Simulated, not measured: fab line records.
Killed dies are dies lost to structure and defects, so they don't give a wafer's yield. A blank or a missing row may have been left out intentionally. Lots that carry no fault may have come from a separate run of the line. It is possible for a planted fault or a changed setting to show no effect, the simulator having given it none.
Chamber matching | flow nand-harc | 4 sister chambers for NHARC_A_DECK1_JOINT_ETCHBACK_00 on rie-si-05
The step etches the open film in HBr, target depth 30 nm, time 17.4 s. 8 wafers are shown with their chamber, then 10 later ones without.

EACH WAFER AND ITS CHAMBER
wafer  | chamber | oes-product-au (a.u.) | throttle-valve-pct (%)
L079.1 | 2       | 1.001                 | 23.273
L079.6 | 1       | 0.993                 | 23.255
L083.6 | 3       | 1.000                 | 23.285
L083.1 | 1       | 1.004                 | 23.280
L083.3 | 2       | 0.993                 | 23.250
L086.3 | 3       | 1.008                 | 23.249
L090.1 | 0       | 0.996                 | 23.261
L090.5 | 0       | 0.997                 | 23.263

WAFERS MISSING THEIR CHAMBER
wafer  | oes-product-au (a.u.) | throttle-valve-pct (%)
L090.6 | 1.006                 | 23.267
L093.3 | 1.010                 | 23.274
L093.4 | 1.005                 | 23.280
L093.6 | 1.018                 | 23.256
L094.1 | 1.012                 | 23.268
L094.2 | 1.005                 | 23.259
L094.4 | 1.010                 | 23.254
L097.2 | 1.004                 | 23.268
L097.4 | 1.010                 | 23.264
L097.5 | 1.016                 | 23.277

WHICH CHAMBER EACH WENT THROUGH
wafer  | from the rows above               | in truth
L090.6 | can't be placed: 3 or 1 or 2 or 0 | 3
L093.3 | can't be placed: 3 or 1 or 2 or 0 | 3
L093.4 | can't be placed: 3 or 1 or 2 or 0 | 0
L093.6 | can't be placed: 3 or 1 or 2 or 0 | 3
L094.1 | can't be placed: 3 or 1 or 2 or 0 | 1
L094.2 | can't be placed: 3 or 1 or 2 or 0 | 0
L094.4 | can't be placed: 3 or 1 or 2 or 0 | 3
L097.2 | can't be placed: 3 or 1 or 2 or 0 | 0
L097.4 | can't be placed: 3 or 1 or 2 or 0 | 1
L097.5 | can't be placed: 3 or 1 or 2 or 0 | 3
Correct placement for 0 of the 10. These rows do not allow placing 10 (true chamber among the candidates in 10). Placed wrongly: 0.
How it was worked out, from the rows above alone: a wafer's distance from a chamber is the root of the sum, over the readings, of the square of ((its reading less the chamber's mean) divided by the reading's scatter). The wafer belongs to the nearest chamber; if the next one is less than 2 further off, it can't be placed. Each chamber's mean is taken over the wafers shown for it. The scatter is the square root of a quotient: the sum, over the shown wafers, of each reading's squared deviation from its chamber's mean, divided by wafers minus chambers.
